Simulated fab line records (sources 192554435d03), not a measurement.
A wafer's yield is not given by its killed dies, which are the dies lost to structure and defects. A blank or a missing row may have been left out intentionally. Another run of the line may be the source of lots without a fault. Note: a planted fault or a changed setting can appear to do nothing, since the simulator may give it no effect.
Which tool did it? | flow n5 finfet | route of 1938 steps, sampled at 1 step: 10 lots, 27 wafers

## WHAT EACH GAUGE READ, for each wafer
N5_FIN_CUT_OVL_MEAS_09.
lot  | measured    | on         | FIN_CUT_OVL (nm)
L276 | day 2 14:28 | overlay-01 | 0.8 0.9 0.8
L277 | day 2 22:35 | overlay-01 | 0.7 1.4 -0.6
L280 | day 3 19:32 | overlay-01 | 0.0 0.3 -0.2
L282 | day 4 03:26 | overlay-01 | 0.8 1.5 1.0
L283 | day 4 09:23 | overlay-01 | -0.5 -0.8 -0.5
L289 | day 5 21:14 | overlay-02 | -0.1 -1.0 -0.4
L290 | day 6 03:05 | overlay-02 | -0.3 -0.5 -0.4
L292 | day 6 14:48 | overlay-01 | 0.2 -0.9
L293 | day 6 20:52 | overlay-01 | 0.5 0.6
L295 | day 7 10:41 | overlay-02 | -1.0 -1.0

## WHICH TOOL RAN EACH LOT (tool, then ch and the chambers of the sampled wafers, then the start)
There is no process step in the record ahead of these readings.

## THE ANSWER, worked out from the rows above alone
Rule: what is usual is taken from the lots themselves. The widest of any qualifying gaps counts: lots, ordered by their means at a reading, are off when they make up no more than a third of the lots, leave a main group of 4 or more, and stand apart from it by 3 or more times the standard deviation of that group's means. If all means in a main group match to the digits the tables above print for the reading, that group is not used. Also off: a lot with no number at a reading for which 4 or more lots have one. Where the step has rows for the other lots, those lots are counted as sound.
Nothing can be told from this: no lot is off at any reading shown.

## WHAT WAS PUT IN BY THE SIMULATOR
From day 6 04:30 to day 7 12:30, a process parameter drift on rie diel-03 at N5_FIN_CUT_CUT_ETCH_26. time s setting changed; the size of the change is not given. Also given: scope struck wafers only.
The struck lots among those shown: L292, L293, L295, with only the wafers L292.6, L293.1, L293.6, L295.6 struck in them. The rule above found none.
